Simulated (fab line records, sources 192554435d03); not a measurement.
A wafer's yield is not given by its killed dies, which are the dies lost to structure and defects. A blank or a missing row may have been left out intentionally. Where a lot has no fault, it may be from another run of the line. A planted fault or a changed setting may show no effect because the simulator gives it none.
Shared-tool check ; flow n5 finfet ; 9 lots, 27 wafers sampled

THE REASON FOR OPENING IT
N5_SD_ACTIVATION_RS_MEAS_03, reading RS_SD_N: flagged on 2 of 9 lots. Wafers without a fault read 21.89 ohm/sq, standard deviation 0.29.
Rule: a lot gets a flag if all its wafers with a number sit over 4 standard deviations from that mean, or if no wafer of it has a number. All remaining lots are regarded as sound.

lot;measured;on;RS_SD_N (ohm/sq), wafer by wafer;flag
L948;day 3 10:08;film metro-01;21.68 21.87 22.08;
L949;day 3 15:11;film metro-02;22.08 22.12 22.21;
L950;day 4 01:01;film metro-01;21.88 22.02 21.77;
L951;day 4 04:20;film metro-01;21.80 21.76 21.42;
L956;day 5 11:20;film metro-01;22.15 22.31 21.98;
L957;day 5 17:14;film metro-02;23.44 23.15 23.39;FLAGGED
L959;day 6 05:24;film metro-01;23.70 23.72 23.64;FLAGGED
L969;day 8 17:43;film metro-01;21.78 21.94 21.77;
L971;day 9 04:53;film metro-02;21.69 22.06 22.42;
The numbers of the flagged lots are 23.51 ohm/sq on average: +1.62 ohm/sq against the usual, or +6 standard deviations.

EACH LOT AND THE TOOL IT RAN ON
The record holds 3 process steps before the reading, out of a route of 1938 steps. Cell contents, in order: the tool; ch with the chambers the sampled wafers went through; the start.
lot;flag;N5_SD_EPI_N_EPI_21;N5_SD_EPI_P_ETCHBACK_46;N5_SD_ACTIVATION_LSA_01
L948;;epi rpcvd-03 ch 0, day 3 02:19;rie diel-02 ch 2,3, day 3 05:33;laser anneal-01 ch 0, day 3 09:56
L949;;epi rpcvd-02 ch 0, day 3 08:08;rie diel-03 ch 2,3, day 3 11:25;laser anneal-02 ch 0, day 3 14:59
L950;;epi rpcvd-02 ch 0, day 3 15:33;rie diel-06 ch 2,3, day 3 19:19;laser anneal-01 ch 0, day 4 00:49
L951;;epi rpcvd-02 ch 0, day 3 21:10;rie diel-06 ch 1,2, day 4 00:17;laser anneal-02 ch 0, day 4 04:08
L956;;epi rpcvd-02 ch 0, day 5 02:38;rie diel-02 ch 0,3, day 5 05:36;laser anneal-01 ch 0, day 5 11:08
L957;FLAGGED;epi rpcvd-02 ch 0, day 5 08:38;rie diel-02 ch 1,2,3, day 5 11:31;laser anneal-02 ch 0, day 5 17:02
L959;FLAGGED;epi rpcvd-02 ch 0, day 5 21:44;rie diel-03 ch 2,3, day 6 00:49;laser anneal-01 ch 0, day 6 05:11
L969;;epi rpcvd-02 ch 0, day 8 10:47;rie diel-06 ch 1,2, day 8 13:45;laser anneal-02 ch 0, day 8 17:32
L971;;epi rpcvd-02 ch 0, day 8 22:20;rie diel-06 ch 0,2,3, day 9 01:05;laser anneal-02 ch 0, day 9 04:42
What the steps here do:
- N5_SD_EPI_N_EPI_21: deposits Si:P, time 690 s.
- N5_SD_EPI_P_ETCHBACK_46: etches SiNx in CH3F/O2, stops on SiO2, target depth 17.5 nm.
- N5_SD_ACTIVATION_LSA_01: time 0.0008 s.
- N5_SD_ACTIVATION_RS_MEAS_03: measures by four-point-probe.

FLAGGED OVER TOTAL, TOOL BY TOOL (the gauges that took the reading come last)
step;tool;lots run;flagged;share of the flagged lots;sound lots run after its first flagged lot
N5_SD_EPI_N_EPI_21;epi rpcvd-02;8;2;all;2 (L969,L971)
N5_SD_EPI_N_EPI_21;epi rpcvd-03;1;0;none;-
N5_SD_EPI_P_ETCHBACK_46;rie diel-02;3;1;some;0
N5_SD_EPI_P_ETCHBACK_46;rie diel-03;2;1;some;0
N5_SD_EPI_P_ETCHBACK_46;rie diel-06;4;0;none;-
N5_SD_ACTIVATION_LSA_01;laser anneal-01;4;1;some;0
N5_SD_ACTIVATION_LSA_01;laser anneal-02;5;1;some;2 (L969,L971)
N5_SD_ACTIVATION_RS_MEAS_03;film metro-01;6;1;some;1 (L969)
N5_SD_ACTIVATION_RS_MEAS_03;film metro-02;3;1;some;1 (L971)

THE TABLE: WHAT IT ALLOWS
1 row of the table ran every flagged lot: epi rpcvd-02 at N5_SD_EPI_N_EPI_21.
- epi rpcvd-02 at N5_SD_EPI_N_EPI_21 ran 8 lots, 2 of them flagged. After the first flagged lot (L969, L971), sound lots still ran on it; a lasting fault on the whole tool would not permit that.
No row of the table ran every flagged lot and no sound lot after the first.

WHAT HAD BEEN PUT IN BY THE SIMULATOR
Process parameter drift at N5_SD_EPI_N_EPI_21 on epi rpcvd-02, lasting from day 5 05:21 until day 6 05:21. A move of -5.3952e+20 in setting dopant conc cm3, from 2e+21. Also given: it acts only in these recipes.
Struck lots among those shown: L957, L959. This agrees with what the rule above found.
